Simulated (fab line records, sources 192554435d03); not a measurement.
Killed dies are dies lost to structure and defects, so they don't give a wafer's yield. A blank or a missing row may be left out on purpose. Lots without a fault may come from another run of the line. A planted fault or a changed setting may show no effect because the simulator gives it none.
fab line records | flow n5_finfet
record lots=7 wafers=39
route steps=1938 shown DUMMY_GATE@228 SD_EPI_P@307 HKMG_FIN@403 GATE_CUT@492 MOL_CONTACT_COAG@599 BEOL_M4@1111
start_h: hours from the record's first day to the start of the lot's first wafer shown | wait_h: hours since the lot's step before | " the same as in the row above | L1.1+2: a row that stands for several wafers | - no value, or no start given | * or withheld: withheld | < > ~ a bound
route shown NAME@n: a module of which the file shows steps, and the number in the route of the first | usual: mean/standard deviation of fault-free wafers | same: alike in all rows | chamber/n: place in a boat | sites: the reading at each site | _std_site: their standard deviation | _edge_site: outer sites' mean less inner sites' | radius_mm: how far each site lies from the wafer's centre | mask NAME#n: copy n | behind: the tool/chamber that last shaped the wafer | hold: why the lot was held/for how many hours/how that ended | device: the transistor (n, p or np) that didn't switch | end of line: the same wafers' tests at the end of the route | a step without rows: its recipe alone | killed: dies lost to structure and defects at the first sort, not the wafer's yield | map: a wafer's dies, x killed, . not, _ none there
set.NAME: the setting as run; set.NAME@STEP: as run at that earlier step | model.NAME: the simulator's own value behind a step, which no gauge read
lots whose settings were changed on purpose; a table a step, a row a wafer
## steps
# step N5_DUMMY_GATE_EXPOSE_12
# recipe mask_id=GATE na=0.33 source_shape=annular sigma_inner=0.2 sigma_outer=0.6 polarization=unpolarized target_cd_nm=25 dose_mj=34
# step N5_SD_EPI_P_ETCH_36
# recipe chemistry=CF4 target=SiARC target_depth_a=455 mask_material=CAR-ArF-block time_s=75.8 ion_energy_ev=80 pressure_mtorr=40 source_w=545 bias_w=36 Ar_flow_sccm=100 cf4_flow_sccm=100 ends=cleared
# step N5_HKMG_FIN_ETCH_55
# recipe chemistry=N2/H2 target=SOC target_depth_a=2400 temp_c=40 time_s=300 ion_energy_ev=200 mask_material=SiARC pressure_mtorr=30 source_w=840 bias_w=150 n2_flow_sccm=200 h2_flow_sccm=200
# step N5_HKMG_FIN_PWFM_ALD_03
# recipe material=TiN target_thk_a=20 temp_c=400 ald_precursor_family=TiCl4 ald_co_reactant=NH3 pulse_time_s=1 purge_time_s=3 co_reactant_purge_time_s=2 co_reactant_pulse_time_s=2 ald_cycles=91 pressure_torr=3
# step N5_GATE_CUT_ETCH_36
# recipe chemistry=CF4 target=SiARC target_depth_a=130 mask_material=CAR-EUV time_s=21.7 ion_energy_ev=80 pressure_mtorr=40 source_w=545 bias_w=36 Ar_flow_sccm=100 cf4_flow_sccm=100 ends=cleared
# step N5_MOL_CONTACT_COAG_EXPOSE_37
# recipe mask_id=VD na=0.33 source_shape=annular sigma_inner=0.3 sigma_outer=0.7 polarization=unpolarized defocus_nm=0 dose_mj=62
# step N5_MOL_CONTACT_COAG_ETCH_67
# recipe chemistry=N2/H2 target=SOC target_depth_a=600 overetch_a=210 mask_material=SiARC temp_c=40 time_s=101.2 ion_energy_ev=200 pressure_mtorr=30 source_w=840 bias_w=150 n2_flow_sccm=200 h2_flow_sccm=200
# step N5_BEOL_M4_RC_MEAS_101
# usual DIBL_N=36.4/1.4 DIBL_P=36.3/1.8 IOFF_P_LONG=0.000109/8.8e-06 VT_P_LVT=-98.3/2.7
# columns lot.wafer tool chamber start_h wait_h set.dose_mj@DUMMY_GATE_EXPOSE_12 set.bias_w@SD_EPI_P_ETCH_36 set.h2_flow_sccm@HKMG_FIN_ETCH_55 set.temp_c@HKMG_FIN_PWFM_ALD_03 set.cf4_flow_sccm@GATE_CUT_ETCH_36 set.dose_mj@MOL_CONTACT_COAG_EXPOSE_37 set.source_w@MOL_CONTACT_COAG_ETCH_67 DIBL_N[mV/V] DIBL_P[mV/V] IOFF_P_LONG[nA/um] VT_P_LVT[mV]
L075.2 prober-02 0 170.81 0.2 34 36 200 400 100 62 840 36.7 37.9 0.000105 -97.8
L075.3 " 0 " " 34 36 200 400 100 62 840 37.6 37.5 0.000106 -98.5
L075.6 " 0 " " 34 36 200 400 100 62 840 35.9 36.5 0.000108 -99.5
L076.1 prober-01 0 175.17 0.0 34.79 32.91 200 400 100 62 840 38.5 39.6 0.000117 -94.6
L076.2 " 0 " " 34 36 200 400 111 62 840 37.2 37.4 0.000108 -98.3
L076.3 " 0 " " 34.79 32.91 200 400 111 64.19 840 37.3 38.6 0.00011 -97.1
L076.4 " 0 " " 34 36 200 400 100 64.19 840 36.0 35.9 0.00011 -98.8
L076.5 " 0 " " 34.79 36 200 400 100 64.19 840 38.8 39.8 0.000113 -95.2
L076.6 " 0 " " 34 32.91 200 400 111 62 840 38.1 39.2 0.000113 -94.9
L079.1 prober-01 0 201.62 0.0 34 36 195.9 410.7 100 62 840 35.6 36.3 0.000105 -97.8
L079.2 " 0 " " 34 36 195.9 400 100 62 944.8 37.5 38.4 0.0001 -98.4
L079.3 " 0 " " 34 36 200 410.7 100 62 944.8 39.0 39.6 0.000108 -94.6
L079.4 " 0 " " 34 36 200 410.7 100 64.08 840 35.8 36.3 0.000106 -97.0
L079.5 " 0 " " 34 36 200 400 100 64.08 944.8 36.3 37.0 9.7e-05 -98.6
L079.6 " 0 " " 34 36 195.9 400 100 64.08 840 37.6 38.6 0.000103 -98.3
L089.1 prober-01 0 260.20 0.0 32.5 36 214.9 395 100 64.7 998.8 33.4 34.1 0.0001 -103.0
L089.2 " 0 " " 32.5 36 214.9 400 100 62 998.8 32.7 33.6 0.000115 -101.6
L089.3 " 0 " " 34 36 200 400 100 64.7 840 34.9 35.6 0.000107 -99.5
L089.4 " 0 " " 34 36 214.9 400 100 64.7 840 33.9 34.3 0.000107 -103.2
L089.5 " 0 " " 34 36 200 395 100 62 998.8 35.8 36.7 0.000109 -99.5
L089.6 " 0 " " 32.5 36 200 395 100 62 840 33.4 33.3 0.000101 -104.6
L091.1 prober-01 0 266.60 0.0 33.21 36 200 386.2 100 57.82 840 35.1 35.5 0.000105 -97.9
L091.2 " 0 " " 33.21 29.94 214.2 400 79.39 57.82 939.9 34.5 35.1 0.00012 -95.6
L091.3 " 0 " " 34 36 200 386.2 79.39 57.82 840 35.8 36.6 9.7e-05 -102.1
L091.4 " 0 " " 34 29.94 200 400 79.39 62 840 34.9 35.6 0.000104 -99.4
L091.5 " 0 " " 33.21 29.94 214.2 386.2 100 62 939.9 33.8 34.5 9.6e-05 -103.0
L091.6 " 0 " " 34 36 214.2 400 100 62 939.9 35.4 35.5 0.000116 -94.2
L095.1 prober-02 0 303.08 0.0 34 33.35 200 400 100 59.64 840 36.7 37.1 0.000111 -96.9
L095.2 " 0 " " 31.56 36 200 400 83.29 59.64 799.2 30.6 29.4 0.000112 -103.3
L095.3 " 0 " " 34 36 200 400 100 62 799.2 34.5 33.7 0.000102 -104.2
L095.4 " 0 " " 31.56 36 200 384.6 83.29 62 840 31.5 29.9 8.7e-05 -113.9
L095.5 " 0 " " 34 33.35 200 384.6 100 62 840 37.4 37.7 0.000104 -101.8
L095.6 " 0 " " 31.56 33.35 200 384.6 83.29 59.64 799.2 30.6 29.6 9.1e-05 -111.7
L097.1 prober-01 0 305.94 0.0 36.19 36 185.2 409.5 100 65.83 722.7 43.7 42.7 0.000122 -87.6
L097.2 " 0 " " 36.19 41.95 200 400 100 65.83 722.7 41.0 39.7 0.000115 -92.3
L097.3 " 0 " " 36.19 36 185.2 409.5 100 62 840 42.6 41.2 0.000125 -88.0
L097.4 " 0 " " 34 41.95 185.2 400 100 62 840 40.3 38.7 0.000116 -92.6
L097.5 " 0 " " 34 36 200 400 100 62 722.7 36.6 33.9 0.000114 -96.4
L097.6 " 0 " " 34 41.95 200 409.5 100 65.83 840 40.0 37.8 0.000125 -90.4
## key
split step=N5_DUMMY_GATE_EXPOSE_12 setting=dose_mj stated_as=34
response step=N5_BEOL_M4_RC_MEAS_101 reading=DIBL_P slope=+0.721 per=1% together_with=all explained=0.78
response step=N5_BEOL_M4_RC_MEAS_101 reading=DIBL_N slope=+0.57 per=1% together_with=all explained=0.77
split step=N5_SD_EPI_P_ETCH_36 setting=bias_w stated_as=36
response none clear
split step=N5_HKMG_FIN_ETCH_55 setting=h2_flow_sccm stated_as=200
response none clear
split step=N5_HKMG_FIN_PWFM_ALD_03 setting=temp_c stated_as=400
response step=N5_BEOL_M4_RC_MEAS_101 reading=IOFF_P_LONG slope=+3.46e-06 per=1% together_with=all explained=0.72
response step=N5_BEOL_M4_RC_MEAS_101 reading=VT_P_LVT slope=+1.34 per=1% together_with=all explained=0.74
split step=N5_GATE_CUT_ETCH_36 setting=cf4_flow_sccm stated_as=100
response none clear
split step=N5_MOL_CONTACT_COAG_EXPOSE_37 setting=dose_mj stated_as=62
response none clear
split step=N5_MOL_CONTACT_COAG_ETCH_67 setting=source_w stated_as=840
response none clear
